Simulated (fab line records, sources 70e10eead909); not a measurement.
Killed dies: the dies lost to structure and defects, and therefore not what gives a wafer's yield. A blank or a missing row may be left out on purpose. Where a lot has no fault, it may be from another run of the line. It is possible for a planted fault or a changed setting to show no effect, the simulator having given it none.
Check of tool commonality + flow nandHarc + Lots sampled 2, wafers sampled 6

== REASON FOR OPENING ==
Flagged at NHARC_END_SORT_01: reading killedAtArray, on 2 of 2 lots. No-fault wafers: 28, standard deviation 11.
Rule: a lot is flagged when every wafer of it that has a number lies more than 4 standard deviations from that mean, or none has a number. The other lots count as sound.

| lot  | measured     | on        | killedAtArray, wafer by wafer | flag    |
|------|--------------|-----------|-------------------------------|---------|
| L799 | day 22 21:49 | prober-01 | 116 136 134                   | FLAGGED |
| L803 | day 23 20:22 | prober-02 | 134 137 133                   | FLAGGED |
On average the flagged lots' numbers are 132, which is +104 against the usual, or +9 standard deviations.

== WHICH TOOL RAN EACH LOT ==
The record holds 3 process steps before the reading, out of a route of 1159 steps. Read each cell as the tool, then ch plus the chambers that the sampled wafers visited, then the start.
| lot  | flag    | NHARC_A_ONON_D1_DEP_25          | NHARC_A_M1_STRIP_18               | NHARC_A_M1_ANNEAL_31            |
|------|---------|---------------------------------|-----------------------------------|---------------------------------|
| L799 | FLAGGED | pecvdOnon-02 ch 0, day 11 19:29 | rieDiel-10 ch 1,2, day 21 07:55   | rtpAnneal-01 ch 0, day 21 09:18 |
| L803 | FLAGGED | pecvdOnon-02 ch 0, day 12 02:05 | rieDiel-10 ch 0,1,2, day 22 08:11 | rtpAnneal-01 ch 0, day 22 09:36 |
What the steps here do:
- NHARC_A_ONON_D1_DEP_25: target thk 1000 nm.
- NHARC_A_M1_STRIP_18: strips in N2/H2.
- NHARC_A_M1_ANNEAL_31: time 90 s.
- NHARC_END_SORT_01

== FLAGGED OVER TOTAL, TOOL BY TOOL (the gauges that took the reading come last) ==
| step                   | tool         | lots run | flagged | share of the flagged lots | sound lots run after its first flagged lot |
|------------------------|--------------|----------|---------|---------------------------|--------------------------------------------|
| NHARC_A_ONON_D1_DEP_25 | pecvdOnon-02 | 2        | 2       | all                       | 0                                          |
| NHARC_A_M1_STRIP_18    | rieDiel-10   | 2        | 2       | all                       | 0                                          |
| NHARC_A_M1_ANNEAL_31   | rtpAnneal-01 | 2        | 2       | all                       | 0                                          |
| NHARC_END_SORT_01      | prober-01    | 1        | 1       | some                      | 0                                          |
| NHARC_END_SORT_01      | prober-02    | 1        | 1       | some                      | 0                                          |

== WHAT THE TABLE ALLOWS ==
Every flagged lot was run by 3 rows of the table: pecvdOnon-02 at NHARC_A_ONON_D1_DEP_25, rieDiel-10 at NHARC_A_M1_STRIP_18 and rtpAnneal-01 at NHARC_A_M1_ANNEAL_31.
- pecvdOnon-02 at NHARC_A_ONON_D1_DEP_25 ran 2 lots, 2 of them flagged. With no sound lot run before its first flagged lot in this sample, there is nothing to narrow down the start.
- rieDiel-10 at NHARC_A_M1_STRIP_18 ran 2 lots, 2 of them flagged. With no sound lot run before its first flagged lot in this sample, there is nothing to narrow down the start.
- rtpAnneal-01 at NHARC_A_M1_ANNEAL_31 ran 2 lots, 2 of them flagged. With no sound lot run before its first flagged lot in this sample, there is nothing to narrow down the start.
Because each of these 3 tools fits a fault that began at some hour, counting lots does not separate them. More lots, or a look at what each step does to the wafer, might.

== WHAT THE SIMULATOR HAD PUT IN ==
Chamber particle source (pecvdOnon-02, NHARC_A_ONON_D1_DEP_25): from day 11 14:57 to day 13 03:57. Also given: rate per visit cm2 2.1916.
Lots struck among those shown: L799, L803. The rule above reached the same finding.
